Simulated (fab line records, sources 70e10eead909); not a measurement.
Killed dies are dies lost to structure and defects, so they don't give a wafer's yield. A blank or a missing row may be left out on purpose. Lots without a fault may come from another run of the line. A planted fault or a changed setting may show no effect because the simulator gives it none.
Which tool did it? | flow nand_harc | 24 lots, 72 wafers sampled, at 5 steps of a route of 1302

WHAT THE GAUGES READ, wafer by wafer
NHARC_P_M1_THK_MEAS_24: measures by xrf. Usual: thk_nm 158.1 nm, standard deviation 1.5.
lot  | measured     | on            | thk_nm (nm)       | flag
L075 | day 6 13:17  | film_metro-01 | 159.6 157.1 158.3 |
L074 | day 6 14:26  | film_metro-01 | 155.8 158.1 157.0 |
L076 | day 7 03:43  | film_metro-02 | 157.5 158.7 160.1 |
L077 | day 7 17:20  | film_metro-02 | 156.6 156.8 157.2 |
L078 | day 8 02:34  | film_metro-02 | 159.0 159.8 157.4 |
L079 | day 8 13:13  | film_metro-01 | 158.5 161.3 158.3 |
L080 | day 9 01:48  | film_metro-02 | 160.1 156.1 157.9 |
L081 | day 9 10:36  | film_metro-01 | 158.7 158.7 160.7 |
L082 | day 9 20:36  | film_metro-01 | 158.1 160.5 158.3 |
L083 | day 10 01:15 | film_metro-01 | 158.1 157.2 157.2 |
L084 | day 10 10:25 | film_metro-01 | 157.8 156.9 155.9 |
L085 | day 11 00:38 | film_metro-01 | 157.0 157.7 156.2 |
L086 | day 11 11:43 | film_metro-01 | 160.0 158.6 157.7 |
L087 | day 11 14:59 | film_metro-02 | 155.5 160.1 155.4 |
L088 | day 12 14:37 | film_metro-02 | 156.2 157.1 156.9 |
L089 | day 12 15:29 | film_metro-02 | 157.9 156.5 157.3 |
L090 | day 13 06:49 | film_metro-01 | 158.4 156.2 158.2 |
L091 | day 13 14:47 | film_metro-01 | 160.0 158.2 160.2 |
L092 | day 13 20:20 | film_metro-02 | 161.4 159.6 159.6 |
L093 | day 14 08:28 | film_metro-02 | 156.5 159.1 158.0 |
L095 | day 15 00:23 | film_metro-02 | 156.9 160.5 156.7 |
L094 | day 15 00:04 | film_metro-01 | 159.0 158.1 157.4 |
L096 | day 15 09:25 | film_metro-01 | 157.3 157.4 156.9 |
L097 | day 15 18:26 | film_metro-02 | 159.4 160.6 157.4 |

WHICH TOOL RAN EACH LOT (tool, then ch and the chambers of the sampled wafers, then the start)
lot  | NHARC_P_CONTACT_ETCH_36                       | NHARC_P_M0_ANNEAL_30             | NHARC_P_M0_PRE_CLEAN_31         | NHARC_P_M1_PVD_20
L075 | rie_diel-03 ch 1,2,3, day 6 08:31 or earlier  | rtp_anneal-02 ch 0, day 6 08:31  | pecvd-01 ch 0,2, day 6 09:18    | pvd_sputter-03, day 6 13:17 or earlier
L074 | rie_diel-09 ch 0,1,2, day 6 09:13 or earlier  | rtp_anneal-02 ch 0, day 6 09:13  | pecvd-03 ch 1,2, day 6 10:02    | pvd_sputter-02, day 6 14:26 or earlier
L076 | rie_diel-09 ch 0,3, day 6 23:01 or earlier    | rtp_anneal-02 ch 0, day 6 23:01  | pecvd-03 ch 0,1,2, day 6 23:56  | pvd_sputter-03, day 7 03:43 or earlier
L077 | rie_diel-03 ch 1,2,3, day 7 12:28 or earlier  | rtp_anneal-01 ch 0, day 7 12:28  | pecvd-01 ch 1,2, day 7 13:24    | pvd_sputter-03, day 7 17:20 or earlier
L078 | rie_diel-09 ch 1,3, day 7 21:43 or earlier    | rtp_anneal-01 ch 0, day 7 21:43  | pecvd-03 ch 0,1, day 7 22:35    | pvd_sputter-01, day 8 02:34 or earlier
L079 | rie_diel-07 ch 1,2,3, day 8 08:15 or earlier  | rtp_anneal-02 ch 0, day 8 08:15  | pecvd-01 ch 0,1,2, day 8 09:08  | pvd_sputter-01, day 8 13:13 or earlier
L080 | rie_diel-09 ch 0,2,3, day 8 21:07 or earlier  | rtp_anneal-02 ch 0, day 8 21:07  | pecvd-01 ch 1,2, day 8 22:01    | pvd_sputter-03, day 9 01:48 or earlier
L081 | rie_diel-07 ch 0,3, day 9 05:47 or earlier    | rtp_anneal-01 ch 0, day 9 05:47  | pecvd-03 ch 1,2, day 9 06:38    | pvd_sputter-01, day 9 10:36 or earlier
L082 | rie_diel-09 ch 0,1, day 9 15:48 or earlier    | rtp_anneal-01 ch 0, day 9 15:48  | pecvd-04 ch 1, day 9 16:38      | pvd_sputter-01, day 9 20:36 or earlier
L083 | rie_diel-03 ch 2,3, day 9 20:26 or earlier    | rtp_anneal-02 ch 0, day 9 20:26  | pecvd-04 ch 1,2, day 9 21:14    | pvd_sputter-01, day 10 01:15 or earlier
L084 | rie_diel-07 ch 0,3, day 10 05:39 or earlier   | rtp_anneal-02 ch 0, day 10 05:39 | pecvd-01 ch 0,1,2, day 10 06:29 | pvd_sputter-03, day 10 10:25 or earlier
L085 | rie_diel-03 ch 0,1,3, day 10 19:52 or earlier | rtp_anneal-02 ch 0, day 10 19:52 | pecvd-04 ch 0,1, day 10 20:43   | pvd_sputter-02, day 11 00:38 or earlier
L086 | rie_diel-09 ch 0,1,2, day 11 06:54 or earlier | rtp_anneal-01 ch 0, day 11 06:54 | pecvd-04 ch 0,1, day 11 07:47   | pvd_sputter-03, day 11 11:43 or earlier
L087 | rie_diel-09 ch 0,2,3, day 11 09:40 or earlier | rtp_anneal-01 ch 0, day 11 09:40 | pecvd-03 ch 1,2, day 11 10:52   | pvd_sputter-03, day 11 14:59 or earlier
L088 | rie_diel-03 ch 1,2, day 12 09:35 or earlier   | rtp_anneal-02 ch 0, day 12 09:35 | pecvd-01 ch 0,1,2, day 12 10:41 | pvd_sputter-02, day 12 14:37 or earlier
L089 | rie_diel-07 ch 1,2,3, day 12 10:49 or earlier | rtp_anneal-01 ch 0, day 12 10:49 | pecvd-03 ch 0,1,2, day 12 11:37 | pvd_sputter-03, day 12 15:29 or earlier
L090 | rie_diel-07 ch 0,3, day 13 01:55 or earlier   | rtp_anneal-02 ch 0, day 13 01:55 | pecvd-04 ch 0,2, day 13 02:49   | pvd_sputter-03, day 13 06:49 or earlier
L091 | rie_diel-03 ch 0,1, day 13 09:52 or earlier   | rtp_anneal-02 ch 0, day 13 09:52 | pecvd-04 ch 0,1, day 13 10:46   | pvd_sputter-01, day 13 14:47 or earlier
L092 | rie_diel-03 ch 0,2,3, day 13 15:33 or earlier | rtp_anneal-02 ch 0, day 13 15:33 | pecvd-03 ch 1,2, day 13 16:23   | pvd_sputter-02, day 13 20:20 or earlier
L093 | rie_diel-07 ch 0,2,3, day 14 03:37 or earlier | rtp_anneal-02 ch 0, day 14 03:37 | pecvd-03 ch 0,2, day 14 04:31   | pvd_sputter-02, day 14 08:28 or earlier
L095 | rie_diel-07 ch 1,2,3, day 14 19:00 or earlier | rtp_anneal-01 ch 0, day 14 19:00 | pecvd-01 ch 0,1,2, day 14 19:54 | pvd_sputter-01, day 15 00:23 or earlier
L094 | rie_diel-03 ch 0,1,2, day 14 19:13 or earlier | rtp_anneal-02 ch 0, day 14 19:13 | pecvd-03 ch 0,1, day 14 20:10   | pvd_sputter-02, day 15 00:04 or earlier
L096 | rie_diel-09 ch 0,1,3, day 15 04:48 or earlier | rtp_anneal-02 ch 0, day 15 04:48 | pecvd-03 ch 1,2, day 15 05:40   | pvd_sputter-02, day 15 09:25 or earlier
L097 | rie_diel-07 ch 1,2, day 15 13:36 or earlier   | rtp_anneal-02 ch 0, day 15 13:36 | pecvd-01 ch 0,1,2, day 15 14:23 | pvd_sputter-01, day 15 18:26 or earlier
- NHARC_P_CONTACT_ETCH_36: etches the open film in N2/H2, target depth 260 nm, time 406.25 s.
- NHARC_P_M0_ANNEAL_30: time 90 s.
- NHARC_P_M0_PRE_CLEAN_31: time 12 s.
- NHARC_P_M1_PVD_20: deposits TaN, target thk 5 nm, time 8.06 s.

WHAT THE TOOLS THEMSELVES READ (means of the sampled wafers that have a number; where no wafer has one, the mark that the record gives instead)
NHARC_P_CONTACT_ETCH_36. Usual: drypump_motor_current_A 5.8 A, standard deviation 0.4; mfc_ar_sccm 0.007 sccm, standard deviation 0.01; oes_product_au 0.997 a.u., standard deviation 0.012; rf_vpp_V 431 V, standard deviation 3.1; showerhead_plenum_p_Torr 2.08 Torr, standard deviation 0.11; throttle_valve_pct 14.172 %, standard deviation 0.01.
lot  | tool        | drypump_motor_current_A (A) | mfc_ar_sccm (sccm) | oes_product_au (a.u.) | rf_vpp_V (V) | showerhead_plenum_p_Torr (Torr) | throttle_valve_pct (%) | flag
L075 | rie_diel-03 | 6.1                         | 0.012              | 0.998                 | 434          | 2.13                            | 14.172                 |
L074 | rie_diel-09 | 5.7                         | 0.005              | 0.992                 | 432          | 2.07                            | 14.174                 |
L076 | rie_diel-09 | 5.8                         | 0.000              | 0.988                 | 427          | 1.93                            | 14.173                 |
L077 | rie_diel-03 | 6.1                         | 0.012              | 0.994                 | 433          | 2.13                            | 14.180                 |
L078 | rie_diel-09 | 6.3                         | 0.005              | 0.983                 | 431          | 2.04                            | 14.183                 |
L079 | rie_diel-07 | 5.7                         | 0.008              | 1.006                 | 430          | 2.01                            | 14.173                 |
L080 | rie_diel-09 | 6.0                         | 0.000              | 0.989                 | 430          | 2.01                            | 14.181                 |
L081 | rie_diel-07 | 5.7                         | 0.004              | 1.002                 | 434          | 2.18                            | 14.175                 |
L082 | rie_diel-09 | 5.7                         | 0.009              | 0.987                 | 432          | 2.08                            | 14.169                 |
L083 | rie_diel-03 | 6.2                         | 0.012              | 0.997                 | 433          | 2.09                            | 14.171                 |
L084 | rie_diel-07 | 5.9                         | 0.008              | 0.999                 | 433          | 2.19                            | 14.172                 |
L085 | rie_diel-03 | 5.6                         | 0.004              | 0.994                 | 433          | 2.13                            | 14.178                 |
L086 | rie_diel-09 | 5.7                         | 0.005              | 0.996                 | 430          | 2.07                            | 14.170                 |
L087 | rie_diel-09 | 5.9                         | 0.000              | 0.985                 | 429          | 2.01                            | 14.166                 |
L088 | rie_diel-03 | 6.3                         | 0.023              | 0.995                 | 433          | 2.14                            | 14.177                 |
L089 | rie_diel-07 | 5.7                         | 0.008              | 1.007                 | 429          | 2.01                            | 14.162                 |
L090 | rie_diel-07 | 5.9                         | 0.008              | 0.994                 | 435          | 2.19                            | 14.165                 |
L091 | rie_diel-03 | 5.5                         | 0.008              | 1.011                 | 433          | 2.14                            | 14.168                 |
L092 | rie_diel-03 | 6.0                         | 0.016              | 1.005                 | 433          | 2.10                            | 14.164                 |
L093 | rie_diel-07 | 5.7                         | 0.004              | 0.994                 | 432          | 2.09                            | 14.179                 |
L095 | rie_diel-07 | 5.7                         | 0.008              | 1.000                 | 430          | 2.01                            | 14.174                 |
L094 | rie_diel-03 | 5.9                         | 0.016              | 0.999                 | 433          | 2.14                            | 14.166                 |
L096 | rie_diel-09 | 5.9                         | 0.005              | 0.991                 | 430          | 2.01                            | 14.165                 |
L097 | rie_diel-07 | 5.5                         | 0.004              | 1.013                 | 427          | 1.91                            | 14.178                 |

NHARC_P_M0_ANNEAL_30. Usual: wafer_temp_C_max 225.61, standard deviation 0.21.
lot  | tool          | wafer_temp_C_max | flag
L075 | rtp_anneal-02 | 225.76           |
L074 | rtp_anneal-02 | 225.60           |
L076 | rtp_anneal-02 | 225.59           |
L077 | rtp_anneal-01 | 225.69           |
L078 | rtp_anneal-01 | 225.78           |
L079 | rtp_anneal-02 | 225.46           |
L080 | rtp_anneal-02 | 225.38           |
L081 | rtp_anneal-01 | 225.52           |
L082 | rtp_anneal-01 | 225.58           |
L083 | rtp_anneal-02 | 225.56           |
L084 | rtp_anneal-02 | 225.84           |
L085 | rtp_anneal-02 | 225.49           |
L086 | rtp_anneal-01 | 225.52           |
L087 | rtp_anneal-01 | 225.75           |
L088 | rtp_anneal-02 | 225.61           |
L089 | rtp_anneal-01 | 225.57           |
L090 | rtp_anneal-02 | 225.87           |
L091 | rtp_anneal-02 | 225.79           |
L092 | rtp_anneal-02 | 225.46           |
L093 | rtp_anneal-02 | 225.64           |
L095 | rtp_anneal-01 | 225.44           |
L094 | rtp_anneal-02 | 225.25           |
L096 | rtp_anneal-02 | 225.60           |
L097 | rtp_anneal-02 | 225.29           |

NHARC_P_M0_PRE_CLEAN_31. Usual: heater_power_w 652 W, standard deviation 75.
lot  | tool     | heater_power_w (W) | flag
L075 | pecvd-01 | 656                |
L074 | pecvd-03 | 728                |
L076 | pecvd-03 | 676                |
L077 | pecvd-01 | 649                |
L078 | pecvd-03 | 657                |
L079 | pecvd-01 | 684                |
L080 | pecvd-01 | 591                |
L081 | pecvd-03 | 678                |
L082 | pecvd-04 | 545                |
L083 | pecvd-04 | 619                |
L084 | pecvd-01 | 690                |
L085 | pecvd-04 | 543                |
L086 | pecvd-04 | 548                |
L087 | pecvd-03 | 664                |
L088 | pecvd-01 | 675                |
L089 | pecvd-03 | 643                |
L090 | pecvd-04 | 728                |
L091 | pecvd-04 | 535                |
L092 | pecvd-03 | 663                |
L093 | pecvd-03 | 640                |
L095 | pecvd-01 | 670                |
L094 | pecvd-03 | 663                |
L096 | pecvd-03 | 637                |
L097 | pecvd-01 | 624                |

NHARC_P_M1_PVD_20. Usual: throttle_valve_pct 29.5 %, standard deviation 1.
lot  | tool           | throttle_valve_pct (%) | flag
L075 | pvd_sputter-03 | 30.0                   |
L074 | pvd_sputter-02 | 28.2                   |
L076 | pvd_sputter-03 | 29.7                   |
L077 | pvd_sputter-03 | 29.8                   |
L078 | pvd_sputter-01 | 29.3                   |
L079 | pvd_sputter-01 | 29.2                   |
L080 | pvd_sputter-03 | 29.5                   |
L081 | pvd_sputter-01 | 29.2                   |
L082 | pvd_sputter-01 | 29.2                   |
L083 | pvd_sputter-01 | 29.1                   |
L084 | pvd_sputter-03 | 29.9                   |
L085 | pvd_sputter-02 | 29.9                   |
L086 | pvd_sputter-03 | 30.1                   |
L087 | pvd_sputter-03 | 30.1                   |
L088 | pvd_sputter-02 | 29.5                   |
L089 | pvd_sputter-03 | 30.1                   |
L090 | pvd_sputter-03 | 30.1                   |
L091 | pvd_sputter-01 | 29.7                   |
L092 | pvd_sputter-02 | 30.2                   |
L093 | pvd_sputter-02 | 29.5                   |
L095 | pvd_sputter-01 | 29.0                   |
L094 | pvd_sputter-02 | 29.5                   |
L096 | pvd_sputter-02 | 29.7                   |
L097 | pvd_sputter-01 | 29.2                   |

THE ANSWER, worked out from the rows above alone
Rule: a lot is off if the mean of its wafers that have a number lies more than 3 standard deviations from the usual mean. A lot without any number at a reading at which 4 lots or more have one is off too. The other lots that the step has rows for count as sound. The gauges are gone through in route order, then the tools' own readings, and for those a lot's mean is taken as printed above. The first step at which some lot is off is used, and at that step the reading that is off furthest; a lot without a number counts as furthest.
No lot is off at any reading shown: from this, nothing can be told.

WHAT THE SIMULATOR HAD PUT IN
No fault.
